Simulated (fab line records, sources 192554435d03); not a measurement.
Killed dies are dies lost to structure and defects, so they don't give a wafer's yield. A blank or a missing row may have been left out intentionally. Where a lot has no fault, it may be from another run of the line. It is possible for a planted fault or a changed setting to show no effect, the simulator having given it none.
fab line records	flow n5Finfet
record: lots: 24	wafers: 72	lastDay: 20
route steps=1938 shown BEOL_M3@979 BEOL_M4@1024
lots that met no fault: from a run of the same line without faults
startH: hours from the record's opening day to when the first of the lot's shown wafers began	waitH: how many hours have passed since the lot's step before this one	" unchanged from the row above	L1.1+2: a row that stands for several wafers	- either no value or no given start	* or withheld: withheld	< > ~ a bound
route shown NAME@n: NAME is a module with steps in the file, n the number in the route of the first one	usual: mean and standard deviation over wafers with no fault	same: alike in all rows	chamber/n: place in a boat	sites: each site's reading	_std_site: standard deviation across them	_edge_site: inner sites' mean taken away from outer sites' mean	radiusMm: how far each site lies from the wafer's centre	mask NAME#n: copy n	behind: the last tool/chamber to shape the wafer	hold: reason for holding the lot/hours on hold/outcome of the hold	device: whichever transistor did not switch (one of n, p or np)	end of line: the same wafers' tests at the end of the route	a step with no rows: only its recipe	killed: count of dies lost to structure and defects at first sort (not the wafer's yield)	map: a wafer's dies, marking killed ones x, the rest . and places with no die _
set.NAME: setting as actually run; set.NAME@STEP: the setting as run at that earlier step	model.NAME: the simulator's own value behind a step, which no gauge read
steps of the route over a sample of lots; a table a step, a row a wafer
services: when a tool's chamber went out of use (startH, in hours from the record's first day, below 0 if earlier), for how many hours, and the reason
== steps ==
step: N5_BEOL_M3_STRIP_36
recipe: chemistry: N2/H2	powerW: 450	tempC: 40	pressureMtorr: 20	rfFrequencyHz: 6e+07	overashFraction: 0.3	biasPowerW: 7	h2Frac: 0.5	n2FlowSccm: 200	h2FlowSccm: 200
usual: drypumpMotorCurrentA: 5.8/0.38	n2FlowSccm: 200.0/0.56	oesProductAu: 0.78/0.091	rfVppV: 59.1/1.3	showerheadPlenumPTorr: 2.51/0.08	throttleValvePct: 23.77/0.22
lot.wafer	tool	chamber	startH	waitH	drypumpMotorCurrentA	n2FlowSccm	oesProductAu	rfHoursCounterH	rfVppV	showerheadPlenumPTorr	throttleValvePct
L074.2	rieDiel-05	1	152.06	0.0	5.4	200.4	0.90	36	59.8	2.59	23.54
L074.5	"	2	"	"	6.2	200.2	0.98	-	61.2	2.49	23.46
L074.6	"	3	"	"	6.3	201.1	0.76	-	58.9	2.53	23.89
L075.2	rieDiel-03	3	182.11	0.0	5.5	200.0	0.72	180	60.1	2.63	23.71
L075.3	"	2	"	"	5.6	199.8	0.69	210	59.6	2.42	23.63
L075.4	"	0	"	"	5.9	200.1	0.81	96	61.0	2.67	23.92
L077.1	rieDiel-03	1	221.46	0.0	5.7	199.0	0.73	191	60.1	2.52	24.25
L077.2	"	0	"	"	5.9	199.8	0.81	101	59.4	2.67	23.93
L077.5	"	0	"	"	5.9	199.1	0.80	-	59.7	2.67	23.95
L078.1	rieDiel-03	3	224.64	0.0	5.5	199.6	0.70	186	59.1	2.63	23.74
L078.3	"	1	"	"	5.7	200.0	0.73	192	60.4	2.52	24.27
L078.5	"	0	"	"	6.0	200.4	0.80	-	60.1	2.67	23.97
L076.1	rieDiel-05	3	224.67	0.0	6.3	200.2	0.76	154	59.0	2.53	23.94
L076.2	"	2	"	"	6.2	200.7	0.94	12	59.4	2.49	23.47
L076.4	"	2	"	"	6.2	200.0	0.97	-	59.0	2.49	23.48
L079.3	rieDiel-05	1	228.94	0.0	5.4	200.6	0.91	40	56.7	2.59	23.54
L079.5	"	2	"	"	6.2	199.8	0.96	-	60.5	2.49	23.50
L079.6	"	1	"	"	5.4	200.3	0.90	-	60.7	2.59	23.52
L080.3	rieDiel-02	2	232.34	0.0	6.1	199.9	0.86	70	60.2	2.47	23.67
L080.5	"	3	"	"	5.9	200.5	0.71	-	60.2	2.43	23.79
L080.6	"	2	"	"	6.1	198.9	0.86	-	59.3	2.47	23.67
L082.1	rieDiel-02	2	234.68	0.0	6.1	200.9	0.86	71	58.9	2.47	23.69
L082.3	"	1	"	"	5.6	200.6	0.74	167	58.6	2.43	24.00
L082.4	"	0	"	"	4.8	200.3	0.98	7	59.0	2.59	23.65
L081.1	rieDiel-05	3	235.56	0.0	6.4	199.4	0.75	154	58.1	2.53	23.92
L081.3	"	2	"	"	6.2	199.7	0.93	15	57.1	2.49	23.46
L081.6	"	2	"	"	6.2	199.6	0.95	-	60.0	2.49	23.46
L083.1	rieDiel-02	2	246.53	0.0	6.1	200.8	0.85	74	58.0	2.47	23.69
L083.4	"	1	"	"	5.6	200.3	0.74	170	57.3	2.43	23.98
L083.6	"	3	"	"	5.9	199.5	0.72	-	57.5	2.42	23.80
L084.1	rieDiel-03	2	252.38	0.0	5.7	200.6	0.69	222	62.1	2.41	23.64
L084.2	"	1	"	"	5.8	199.4	0.71	200	57.7	2.52	24.28
L084.4	"	0	"	"	5.9	199.8	0.80	-	59.2	2.67	23.94
L085.2	rieDiel-03	3	273.10	0.0	5.4	199.4	0.70	198	59.7	2.63	23.74
L085.3	"	0	"	"	5.9	200.1	0.79	118	59.9	2.66	23.96
L085.6	"	1	"	"	5.8	201.4	0.71	-	58.8	2.52	24.30
L086.1	rieDiel-02	2	275.07	0.0	6.1	200.9	0.85	83	55.3	2.46	23.70
L086.4	"	0	"	"	4.8	200.8	0.95	19	59.7	2.59	23.63
L086.6	"	0	"	"	4.8	200.3	0.98	-	59.1	2.59	23.64
L087.2	rieDiel-05	2	276.61	0.0	6.2	200.3	0.92	30	58.4	2.48	23.50
L087.3	"	0	"	"	5.8	200.6	0.68	232	57.2	2.50	23.56
L087.5	"	1	"	"	5.4	200.4	0.86	-	60.7	2.58	23.53
L088.2	rieDiel-03	0	276.72	0.0	5.9	200.0	0.80	120	58.4	2.66	23.97
L088.4	"	2	"	"	5.7	201.3	0.69	231	56.4	2.41	23.64
L088.5	"	2	"	"	5.7	200.1	0.68	-	60.2	2.41	23.64
L089.2	rieDiel-05	2	292.78	0.0	6.2	199.6	0.90	32	58.0	2.48	23.52
L089.4	"	1	"	"	5.4	199.8	0.87	63	57.2	2.58	23.57
L089.5	"	0	"	"	5.8	200.6	0.67	-	57.9	2.50	23.60
L090.1	rieDiel-03	3	304.11	0.0	5.5	200.1	0.69	209	58.4	2.62	23.75
L090.4	"	1	"	"	5.7	200.3	0.70	216	57.6	2.51	24.32
L090.5	"	3	"	"	5.5	200.3	0.69	-	57.9	2.62	23.75
L092.1	rieDiel-03	0	304.90	0.0	5.9	199.1	0.78	129	57.5	2.66	23.94
L092.2	"	2	"	"	5.7	200.8	0.67	239	59.0	2.40	23.65
L092.5	"	2	"	"	5.7	201.2	0.68	-	59.6	2.40	23.69
L091.1	rieDiel-02	3	304.93	0.0	5.9	200.4	0.71	209	58.0	2.42	23.79
L091.4	"	1	"	"	5.6	200.8	0.73	-	60.2	2.42	24.00
L091.6	"	3	"	"	5.9	200.9	0.72	-	57.2	2.42	23.81
L093.1	rieDiel-05	2	305.06	0.0	6.2	200.2	0.91	36	57.2	2.48	23.51
L093.3	"	1	"	"	5.4	200.4	0.86	67	59.1	2.58	23.56
L093.5	"	2	"	"	6.2	200.8	0.89	-	59.2	2.48	23.52
L096.1	rieDiel-02	2	343.99	0.0	6.1	200.0	0.81	107	57.6	2.45	23.73
L096.2	"	3	"	"	5.9	199.4	0.69	225	57.7	2.41	23.82
L096.3	"	0	"	"	4.8	200.2	0.89	42	58.9	2.58	23.69
L095.1	rieDiel-05	3	344.15	0.0	6.4	199.9	0.72	197	61.8	2.51	24.00
L095.2	"	1	"	"	5.4	200.2	0.84	88	61.3	2.57	23.60
L095.4	"	2	"	"	6.2	199.5	0.87	-	61.2	2.47	23.53
L094.1	rieDiel-05	2	346.96	0.0	6.2	200.3	0.86	57	58.3	2.47	23.57
L094.4	"	1	"	"	5.4	198.7	0.84	-	58.3	2.57	23.60
L094.5	"	2	"	"	6.2	199.6	0.86	-	59.3	2.47	23.52
L097.4	rieDiel-02	1	350.13	0.0	5.6	199.8	0.72	209	59.0	2.41	24.04
L097.5	"	3	"	"	5.9	199.8	0.68	-	58.7	2.41	23.82
L097.6	"	0	"	"	4.8	200.0	0.90	-	58.4	2.58	23.69
step: N5_BEOL_M3_SPUTTER_88
recipe: material: Cu	targetThkA: 45	tempC: -20	chamberPressurePa: 0.07	powerW: withheld	timeS: 8.29
usual: throttleValvePct: 29.7/1.1
lot.wafer	tool	chamber	startH	waitH	throttleValvePct
L074.2	pvdSputter-01	-	154.11	0.1	28.7
L074.5	"	-	"	"	30.0
L074.6	"	-	"	"	31.0
L075.2	pvdSputter-01	-	184.37	0.1	31.2
L075.3	"	-	"	"	28.4
L075.4	"	-	"	"	28.5
L077.1	pvdSputter-03	-	223.70	0.1	27.8
L077.2	"	-	"	"	29.2
L077.5	"	-	"	"	29.3
L078.1	pvdSputter-02	-	226.87	0.1	30.4
L078.3	"	-	"	"	31.3
L078.5	"	-	"	"	28.7
L076.1	pvdSputter-01	-	226.93	0.1	28.9
L076.2	"	-	"	"	31.0
L076.4	"	-	"	"	28.7
L079.3	pvdSputter-03	-	231.32	0.1	29.6
L079.5	"	-	"	"	29.1
L079.6	"	-	"	"	28.0
L080.3	pvdSputter-01	-	234.19	0.1	28.9
L080.5	"	-	"	"	29.8
L080.6	"	-	"	"	28.5
L082.1	pvdSputter-02	-	237.00	0.1	28.6
L082.3	"	-	"	"	29.9
L082.4	"	-	"	"	29.9
L081.1	pvdSputter-01	-	237.83	0.1	29.8
L081.3	"	-	"	"	31.1
L081.6	"	-	"	"	28.2
L083.1	pvdSputter-01	-	251.00	0.1	28.4
L083.4	"	-	"	"	31.0
L083.6	"	-	"	"	31.0
L084.1	pvdSputter-02	-	254.50	0.1	31.2
L084.2	"	-	"	"	30.4
L084.4	"	-	"	"	28.8
L085.2	pvdSputter-03	-	275.79	0.1	28.1
L085.3	"	-	"	"	28.9
L085.6	"	-	"	"	29.0
L086.1	pvdSputter-02	-	278.05	0.1	28.6
L086.4	"	-	"	"	31.2
L086.6	"	-	"	"	30.4
L087.2	pvdSputter-01	-	278.68	0.1	28.5
L087.3	"	-	"	"	31.1
L087.5	"	-	"	"	28.3
L088.2	pvdSputter-02	-	280.01	0.1	30.3
L088.4	"	-	"	"	29.9
L088.5	"	-	"	"	28.5
L089.2	pvdSputter-03	-	295.43	0.1	30.7
L089.4	"	-	"	"	29.1
L089.5	"	-	"	"	29.4
L090.1	pvdSputter-01	-	306.24	0.1	29.9
L090.4	"	-	"	"	29.1
L090.5	"	-	"	"	28.4
L092.1	pvdSputter-03	-	306.95	0.1	27.8
L092.2	"	-	"	"	29.0
L092.5	"	-	"	"	28.0
L091.1	pvdSputter-02	-	307.19	0.1	31.5
L091.4	"	-	"	"	29.9
L091.6	"	-	"	"	29.8
L093.1	pvdSputter-01	-	308.12	0.1	31.1
L093.3	"	-	"	"	28.9
L093.5	"	-	"	"	29.8
L096.1	pvdSputter-01	-	346.07	0.1	28.8
L096.2	"	-	"	"	31.2
L096.3	"	-	"	"	28.6
L095.1	pvdSputter-02	-	347.67	0.1	28.6
L095.2	"	-	"	"	30.3
L095.4	"	-	"	"	31.1
L094.1	pvdSputter-02	-	349.51	0.1	29.7
L094.4	"	-	"	"	31.2
L094.5	"	-	"	"	30.3
L097.4	pvdSputter-03	-	352.21	0.1	28.8
L097.5	"	-	"	"	30.7
L097.6	"	-	"	"	28.0
step: N5_BEOL_M3_SPUTTER_94
recipe: material: Cu	targetThkA: 45	tempC: -20	chamberPressurePa: 0.07	powerW: withheld	timeS: 8.29
usual: throttleValvePct: 29.7/1.1
lot.wafer	tool	chamber	startH	waitH	throttleValvePct
L074.2	pvdSputter-01	-	154.77	0.1	28.8
L074.5	"	-	"	"	30.2
L074.6	"	-	"	"	31.5
L075.2	pvdSputter-01	-	185.03	0.1	31.0
L075.3	"	-	"	"	28.4
L075.4	"	-	"	"	28.9
L077.1	pvdSputter-03	-	224.36	0.1	28.1
L077.2	"	-	"	"	29.2
L077.5	"	-	"	"	29.0
L078.1	pvdSputter-02	-	227.53	0.1	30.4
L078.3	"	-	"	"	31.2
L078.5	"	-	"	"	28.8
L076.1	pvdSputter-01	-	227.59	0.1	28.8
L076.2	"	-	"	"	31.1
L076.4	"	-	"	"	28.2
L079.3	pvdSputter-03	-	231.98	0.1	29.7
L079.5	"	-	"	"	29.1
L079.6	"	-	"	"	27.9
L080.3	pvdSputter-01	-	234.85	0.1	28.8
L080.5	"	-	"	"	29.9
L080.6	"	-	"	"	28.6
L082.1	pvdSputter-02	-	237.66	0.1	28.6
L082.3	"	-	"	"	29.8
L082.4	"	-	"	"	30.4
L081.1	pvdSputter-01	-	238.49	0.1	30.1
L081.3	"	-	"	"	31.3
L081.6	"	-	"	"	28.2
L083.1	pvdSputter-01	-	251.66	0.1	28.3
L083.4	"	-	"	"	31.5
L083.6	"	-	"	"	30.9
L084.1	pvdSputter-02	-	255.16	0.1	31.4
L084.2	"	-	"	"	30.3
L084.4	"	-	"	"	29.0
L085.2	pvdSputter-03	-	276.45	0.1	28.1
L085.3	"	-	"	"	28.7
L085.6	"	-	"	"	29.4
L086.1	pvdSputter-02	-	278.71	0.1	28.7
L086.4	"	-	"	"	31.5
L086.6	"	-	"	"	30.4
L087.2	pvdSputter-01	-	279.34	0.1	28.5
L087.3	"	-	"	"	31.2
L087.5	"	-	"	"	28.3
L088.2	pvdSputter-02	-	280.67	0.1	30.3
L088.4	"	-	"	"	29.7
L088.5	"	-	"	"	28.7
L089.2	pvdSputter-03	-	296.09	0.1	30.8
L089.4	"	-	"	"	29.0
L089.5	"	-	"	"	29.2
L090.1	pvdSputter-01	-	306.90	0.1	29.8
L090.4	"	-	"	"	28.9
L090.5	"	-	"	"	28.1
L092.1	pvdSputter-03	-	307.61	0.1	27.8
L092.2	"	-	"	"	29.2
L092.5	"	-	"	"	28.2
L091.1	pvdSputter-02	-	307.85	0.1	31.3
L091.4	"	-	"	"	29.9
L091.6	"	-	"	"	30.1
L093.1	pvdSputter-01	-	308.78	0.1	31.0
L093.3	"	-	"	"	28.7
L093.5	"	-	"	"	29.8
L096.1	pvdSputter-01	-	346.73	0.1	28.9
L096.2	"	-	"	"	30.9
L096.3	"	-	"	"	28.2
L095.1	pvdSputter-02	-	348.33	0.1	28.6
L095.2	"	-	"	"	30.4
L095.4	"	-	"	"	31.3
L094.1	pvdSputter-02	-	350.17	0.1	29.7
L094.4	"	-	"	"	31.3
L094.5	"	-	"	"	30.4
L097.4	pvdSputter-03	-	352.87	0.1	29.0
L097.5	"	-	"	"	30.7
L097.6	"	-	"	"	27.9
step: N5_BEOL_M3_DEP_57
recipe: material: SiCN	targetThkA: 80	tempC: withheld	precursor: 3MS/NH3	pressureTorr: 3	rfW: 202	timeS: 14
usual: showerheadPlenumPTorr: 3.670/0.019	throttleValvePct: 9.1/0.54
lot.wafer	tool	chamber	startH	waitH	showerheadPlenumPTorr	throttleValvePct
L074.2	pecvd-02	2	156.00	0.0	3.647	8.1
L074.5	"	2	"	"	3.654	8.5
L074.6	"	0	"	"	3.704	8.7
L075.2	pecvd-03	0	186.23	0.0	3.664	9.0
L075.3	"	2	"	"	3.652	9.4
L075.4	"	2	"	"	3.651	9.4
L077.1	pecvd-03	1	226.33	0.0	3.638	9.3
L077.2	"	0	"	"	3.668	9.4
L077.5	"	0	"	"	3.672	9.1
L078.1	pecvd-03	1	228.74	0.0	3.656	9.3
L078.3	"	0	"	"	3.670	9.3
L078.5	"	1	"	"	3.653	9.3
L076.1	pecvd-02	2	228.94	0.0	3.657	8.6
L076.2	"	1	"	"	3.671	8.9
L076.4	"	1	"	"	3.666	9.0
L079.3	pecvd-02	0	233.45	0.0	3.692	8.8
L079.5	"	2	"	"	3.651	8.4
L079.6	"	1	"	"	3.669	8.9
L080.3	pecvd-03	0	236.25	0.0	3.669	9.3
L080.5	"	1	"	"	3.653	9.4
L080.6	"	2	"	"	3.641	8.4
L082.1	pecvd-04	2	238.86	0.0	3.678	8.7
L082.3	"	0	"	"	3.698	9.3
L082.4	"	0	"	"	3.717	9.3
L081.1	pecvd-02	2	240.00	0.0	3.658	8.5
L081.3	"	1	"	"	3.662	8.9
L081.6	"	1	"	"	3.674	8.6
L083.1	pecvd-02	2	252.87	0.0	3.655	8.1
L083.4	"	1	"	"	3.662	9.2
L083.6	"	0	"	"	3.697	9.0
L084.1	pecvd-03	0	256.48	0.0	3.673	9.4
L084.2	"	1	"	"	3.652	9.3
L084.4	"	0	"	"	3.668	9.2
L085.2	pecvd-03	1	277.88	0.0	3.650	9.5
L085.3	"	0	"	"	3.672	9.3
L085.6	"	0	"	"	3.669	9.3
L086.1	pecvd-03	2	279.95	0.0	3.654	8.3
L086.4	"	2	"	"	3.645	8.1
L086.6	"	1	"	"	3.655	9.2
L087.2	pecvd-04	2	280.89	0.0	3.673	9.0
L087.3	"	1	"	"	3.676	10.0
L087.5	"	1	"	"	3.680	10.2
L088.2	pecvd-04	1	281.88	0.0	3.671	10.1
L088.4	"	2	"	"	3.668	9.0
L088.5	"	1	"	"	3.667	10.4
L089.2	pecvd-03	0	297.31	0.0	3.673	9.4
L089.4	"	2	"	"	3.649	7.9
L089.5	"	0	"	"	3.673	9.3
L090.1	pecvd-03	1	308.34	0.0	3.647	9.3
L090.4	"	0	"	"	3.669	9.4
L090.5	"	2	"	"	3.647	8.2
L092.1	pecvd-02	1	308.81	0.0	3.666	8.9
L092.2	"	2	"	"	3.654	8.5
L092.5	"	1	"	"	3.665	8.8
L091.1	pecvd-04	0	309.08	0.0	3.710	9.2
L091.4	"	0	"	"	3.697	9.4
L091.6	"	2	"	"	3.678	8.5
L093.1	pecvd-03	1	309.99	0.0	3.659	9.4
L093.3	"	2	"	"	3.647	8.2
L093.5	"	2	"	"	3.651	8.2
L096.1	pecvd-04	2	347.96	0.0	3.673	8.9
L096.2	"	0	"	"	3.711	9.1
L096.3	"	1	"	"	3.673	9.8
L095.1	pecvd-04	0	349.53	0.0	3.701	9.3
L095.2	"	1	"	"	3.670	10.0
L095.4	"	1	"	"	3.674	10.2
L094.1	pecvd-04	1	351.38	0.0	3.672	9.9
L094.4	"	0	"	"	3.710	9.0
L094.5	"	1	"	"	3.676	9.9
L097.4	pecvd-04	1	354.15	0.0	3.681	9.7
L097.5	"	0	"	"	3.707	9.5
L097.6	"	2	"	"	3.681	8.9
step: N5_BEOL_M3_RS_MEAS_58
recipe: thkMeasGauge: four-point-probe	reads: Co_of_BEOL_M3_CO_CAP_55+Cu_of_BEOL_M3_ECD_50+Co_of_BEOL_M3_CVD_47+TaN_of_BEOL_M3_ALD_84
usual: M3_RS: 0.68/0.032
lot.wafer	tool	chamber	startH	waitH	M3_RS[ohm/sq]
L074.2	filmMetro-01	-	156.08	0.1	0.69
L074.5	"	-	"	"	0.67
L074.6	"	-	"	"	0.68
L075.2	filmMetro-02	-	186.30	0.1	0.68
L075.3	"	-	"	"	0.67
L075.4	"	-	"	"	0.66
L077.1	filmMetro-01	-	226.42	0.1	0.69
L077.2	"	-	"	"	0.64
L077.5	"	-	"	"	0.65
L078.1	filmMetro-01	-	228.83	0.1	0.71
L078.3	"	-	"	"	0.68
L078.5	"	-	"	"	0.65
L076.1	filmMetro-02	-	229.01	0.0	0.66
L076.2	"	-	"	"	0.67
L076.4	"	-	"	"	0.68
L079.3	filmMetro-02	-	233.51	0.1	0.68
L079.5	"	-	"	"	0.66
L079.6	"	-	"	"	0.66
L080.3	filmMetro-02	-	236.32	0.1	0.69
L080.5	"	-	"	"	0.68
L080.6	"	-	"	"	0.66
L082.1	filmMetro-02	-	238.93	0.0	0.67
L082.3	"	-	"	"	0.68
L082.4	"	-	"	"	0.67
L081.1	filmMetro-02	-	240.08	0.1	0.68
L081.3	"	-	"	"	0.70
L081.6	"	-	"	"	0.67
L083.1	filmMetro-01	-	252.94	0.0	0.65
L083.4	"	-	"	"	0.64
L083.6	"	-	"	"	0.61
L084.1	filmMetro-01	-	256.54	0.0	0.64
L084.2	"	-	"	"	0.63
L084.4	"	-	"	"	0.63
L085.2	filmMetro-01	-	277.95	0.1	0.69
L085.3	"	-	"	"	0.69
L085.6	"	-	"	"	0.64
L086.1	filmMetro-02	-	280.02	0.0	0.70
L086.4	"	-	"	"	0.65
L086.6	"	-	"	"	0.62
L087.2	filmMetro-01	-	280.96	0.1	0.68
L087.3	"	-	"	"	0.70
L087.5	"	-	"	"	0.72
L088.2	filmMetro-01	-	281.95	0.1	0.64
L088.4	"	-	"	"	0.65
L088.5	"	-	"	"	0.61
L089.2	filmMetro-02	-	297.38	0.1	0.69
L089.4	"	-	"	"	0.68
L089.5	"	-	"	"	0.70
L090.1	filmMetro-01	-	308.41	0.0	0.66
L090.4	"	-	"	"	0.67
L090.5	"	-	"	"	0.65
L092.1	filmMetro-02	-	308.88	0.0	0.69
L092.2	"	-	"	"	0.72
L092.5	"	-	"	"	0.67
L091.1	filmMetro-02	-	309.15	0.0	0.74
L091.4	"	-	"	"	0.69
L091.6	"	-	"	"	0.68
L093.1	filmMetro-01	-	310.06	0.0	0.68
L093.3	"	-	"	"	0.69
L093.5	"	-	"	"	0.71
L096.1	filmMetro-02	-	348.02	0.0	0.77
L096.2	"	-	"	"	0.72
L096.3	"	-	"	"	0.74
L095.1	filmMetro-02	-	349.60	0.0	0.68
L095.2	"	-	"	"	0.69
L095.4	"	-	"	"	0.69
L094.1	filmMetro-02	-	351.45	0.0	0.69
L094.4	"	-	"	"	0.68
L094.5	"	-	"	"	0.68
L097.4	filmMetro-02	-	354.20	0.0	0.67
L097.5	"	-	"	"	0.65
L097.6	"	-	"	"	0.66
step: N5_BEOL_M4_HM_DEP_02
recipe: material: TiN	targetThkA: 200	tempC: 25	chamberPressurePa: 0.49996
usual: throttleValvePct: 29.4/1.1
lot.wafer	tool	chamber	startH	waitH	throttleValvePct
L074.2	pvdSputter-01	-	156.32	0.0	31.2
L074.5	"	-	"	"	28.5
L074.6	"	-	"	"	31.2
L075.2	pvdSputter-02	-	186.61	0.1	30.3
L075.3	"	-	"	"	28.7
L075.4	"	-	"	"	31.2
L077.1	pvdSputter-01	-	228.25	1.6	28.9
L077.2	"	-	"	"	31.3
L077.5	"	-	"	"	29.9
L078.1	pvdSputter-03	-	229.58	0.6	30.7
L078.3	"	-	"	"	28.9
L078.5	"	-	"	"	29.3
L076.1	pvdSputter-03	-	229.68	0.5	29.3
L076.2	"	-	"	"	28.7
L076.4	"	-	"	"	27.9
L079.3	pvdSputter-02	-	235.05	1.4	30.4
L079.5	"	-	"	"	31.4
L079.6	"	-	"	"	28.9
L080.3	pvdSputter-02	-	237.96	1.5	31.0
L080.5	"	-	"	"	31.7
L080.6	"	-	"	"	28.7
L082.1	pvdSputter-03	-	239.33	0.2	29.3
L082.3	"	-	"	"	27.8
L082.4	"	-	"	"	30.6
L081.1	pvdSputter-01	-	241.31	1.0	31.2
L081.3	"	-	"	"	30.0
L081.6	"	-	"	"	29.8
L083.1	pvdSputter-01	-	253.92	0.8	28.4
L083.4	"	-	"	"	30.0
L083.6	"	-	"	"	31.2
L084.1	pvdSputter-01	-	256.89	0.2	28.5
L084.2	"	-	"	"	29.2
L084.4	"	-	"	"	29.6
L085.2	pvdSputter-03	-	279.37	1.2	29.2
L085.3	"	-	"	"	28.0
L085.6	"	-	"	"	30.9
L086.1	pvdSputter-03	-	282.35	2.1	28.8
L086.4	"	-	"	"	28.1
L086.6	"	-	"	"	28.1
L087.2	pvdSputter-03	-	282.65	1.5	29.0
L087.3	"	-	"	"	30.6
L087.5	"	-	"	"	27.9
L088.2	pvdSputter-01	-	282.82	0.7	28.9
L088.4	"	-	"	"	29.8
L088.5	"	-	"	"	30.1
L089.2	pvdSputter-03	-	302.56	5.0	29.1
L089.4	"	-	"	"	29.0
L089.5	"	-	"	"	27.9
L090.1	pvdSputter-03	-	309.13	0.5	29.3
L090.4	"	-	"	"	27.8
L090.5	"	-	"	"	28.0
L092.1	pvdSputter-03	-	309.63	0.6	29.1
L092.2	"	-	"	"	27.8
L092.5	"	-	"	"	28.9
L091.1	pvdSputter-02	-	309.65	0.3	30.2
L091.4	"	-	"	"	29.8
L091.6	"	-	"	"	28.5
L093.1	pvdSputter-02	-	310.39	0.2	28.7
L093.3	"	-	"	"	30.4
L093.5	"	-	"	"	31.2
L096.1	pvdSputter-03	-	350.14	1.9	27.9
L096.2	"	-	"	"	29.1
L096.3	"	-	"	"	30.5
L095.1	pvdSputter-01	-	350.45	0.7	28.4
L095.2	"	-	"	"	31.3
L095.4	"	-	"	"	29.8
L094.1	pvdSputter-03	-	353.49	1.8	27.9
L094.4	"	-	"	"	28.9
L094.5	"	-	"	"	28.1
L097.4	pvdSputter-02	-	354.86	0.4	30.4
L097.5	"	-	"	"	28.8
L097.6	"	-	"	"	30.0
== services ==
tool	chamber	startH	hours	kind
pecvd-04	0	137.29	5.8	repair
pecvd-03	1	146.92	6.6	repair
rieDiel-02	-	151.09	15.6	pm
pecvd-04	2	151.83	10.6	repair
rieDiel-05	-	153.22	28.1	pm
pvdSputter-03	-	188.94	5.9	repair
rieDiel-05	3	189.24	1.3	repair
pvdSputter-02	-	202.44	2.8	repair
rieDiel-05	-	207.38	2.6	repair
pvdSputter-03	-	211.08	3.7	repair
rieDiel-05	1	213.83	14.7	repair
rieDiel-05	-	217.62	0.7	repair
rieDiel-05	3	227.96	6.0	repair
rieDiel-05	1	229.85	2.6	repair
rieDiel-02	-	241.35	2.8	pm
rieDiel-05	0	249.90	1.2	repair
rieDiel-02	3	250.98	4.4	repair
rieDiel-03	3	251.86	6.5	repair
rieDiel-05	2	281.14	7.1	repair
pecvd-04	-	310.65	2.8	pm
rieDiel-03	1	312.30	15.5	repair
rieDiel-05	3	315.21	3.1	repair
rieDiel-03	-	327.21	28.1	pm
rieDiel-05	-	329.22	0.3	repair
== key ==
fault none
